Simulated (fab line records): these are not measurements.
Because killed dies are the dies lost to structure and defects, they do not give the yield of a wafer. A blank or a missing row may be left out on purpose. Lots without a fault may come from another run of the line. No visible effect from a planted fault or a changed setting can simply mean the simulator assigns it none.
Problem report, 8D (eight disciplines) form, completed by code / flow n5_finfet / the parts of the form that need people (team, actions taken, sign-off) are left out
Where a reading is given only as a bound, like >300, the bound stands for it, and a mean or a difference that rests on one is marked > or <: the true number lies beyond.

1. THE ISSUE
At N5_WELL_APT_INSPECT_38, raw_defect_count averages 516 over 6 wafers from 2 lots, while fault-free wafers read 13, standard deviation 5. So: +99 or more standard deviations from the usual mean.
The step: inspects for defects (darkfield).
Earliest sighting: wafer L457.1 on defect_inspect-01 at day 5 11:03. At this step, 27 wafers from 9 lots have a number in the record. Rule for "out" (also "out of limits"): further than 4 standard deviations from the usual mean. Any other wafer with a number is counted as sound.

2. WHAT IT IS, AND WHAT IT ISN'T
question=which readings at this step | is=raw_defect_count | is not=-
question=which lots | is=L457, L460 | is not=L442, L446, L447, L453, L463, L464, L465
question=which wafers of those lots | is=all that have a number | is not=-
question=read on which gauges | is=defect_inspect-01 | is not=defect_inspect-02
question=when | is=from day 5 11:03 | is not=up to then (12 sound wafers); but 9 sound wafers of L463, L464, L465 came after

3. SUSPECTS, AND WHAT RULES EACH OUT
Counting: a tool at any process step up to the reading remains a suspect when it ran all the lots that are out and ran no sound lot after the first of those.
- the gauge at N5_WELL_APT_INSPECT_38 is ruled out. All the wafers that are out were read on defect_inspect-01, but those of them that N5_PASSIVATION_PROBE_49 has rows for are out there too, on other tools.
- wet_bench-03 at N5_WELL_APT_OXIDE_STRIP_42 (strips SiO2 in dHF, time 45 s, target depth 12 nm): kept. It ran every lot that is out, first L457 (day 5 10:19), and no sound lot after that; its last sound lot up to then is L447 (day 2 22:13).
Left after counting: wet_bench-03 at N5_WELL_APT_OXIDE_STRIP_42.

4. THE CAUSE (what the simulator had put in)
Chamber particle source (wet_bench-03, N5_WELL_APT_OXIDE_STRIP_42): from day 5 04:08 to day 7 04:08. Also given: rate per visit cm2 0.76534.
This tool alone remained once counting was done.

5. THE EFFECT CHAIN, in route order
One row per reading whose mean, taken over the struck wafers that have a number, lies over 3 standard deviations from the usual. Readings are gone through only where the record gives a usual standard deviation; hours: the median, over the lots, of the time from a lot's start at the first step in this table giving one to that lot's start at this step; sigmas: the change measured in usual standard deviations.
hours=0; step=N5_WELL_APT_INSPECT_38; reading=raw_defect_count; usual=13; on struck wafers=516; change=+503; sigmas=+99 or more
hours=0; step=N5_PMOS_HMC_CHANNEL_EPI_INSPECT_11; reading=raw_defect_count; usual=1.9; on struck wafers=>300; change=>+298; sigmas=+99 or more
hours=261; step=N5_PASSIVATION_PROBE_49; reading=defect_limited_yield; usual=91.4 %; on struck wafers=83.6; change=-7.8; sigmas=-5.6
hours=261; step=N5_PASSIVATION_PROBE_49; reading=killed_at_front_end; usual=39; on struck wafers=142; change=+103; sigmas=+10
hours=261; step=N5_PASSIVATION_PROBE_49; reading=killed_dies; usual=101; on struck wafers=194; change=+92; sigmas=+5.8
hours=261; step=N5_PASSIVATION_PROBE_49; reading=sort_bin_5_function; usual=5.1 %; on struck wafers=10.4; change=+5.3; sigmas=+6.1
hours=261; step=N5_PASSIVATION_PROBE_49; reading=sort_n_pass; usual=1079; on struck wafers=986; change=-93; sigmas=-5.8
hours=261; step=N5_PASSIVATION_PROBE_49; reading=sort_yield_pct; usual=91.4 %; on struck wafers=83.6; change=-7.8; sigmas=-5.6
Its process steps:
- N5_PASSIVATION_PROBE_49
Later steps that measure or inspect, where all struck wafers having a row at the step show a number for every such reading and not one has moved that far: N5_BEOL_M4_RC_MEAS_101.

6. HOW IT WOULD HAVE BEEN CAUGHT EARLIER
7 hours passed between the start of the fault at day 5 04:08 and the first reading out of limits at a measuring or inspecting step in this record, taken at day 5 11:03.
Among the 2 lots that are out, L460 began N5_WELL_APT_OXIDE_STRIP_42 on wet_bench-03 after day 5 11:03. A hold on the tool at that time would have spared it.
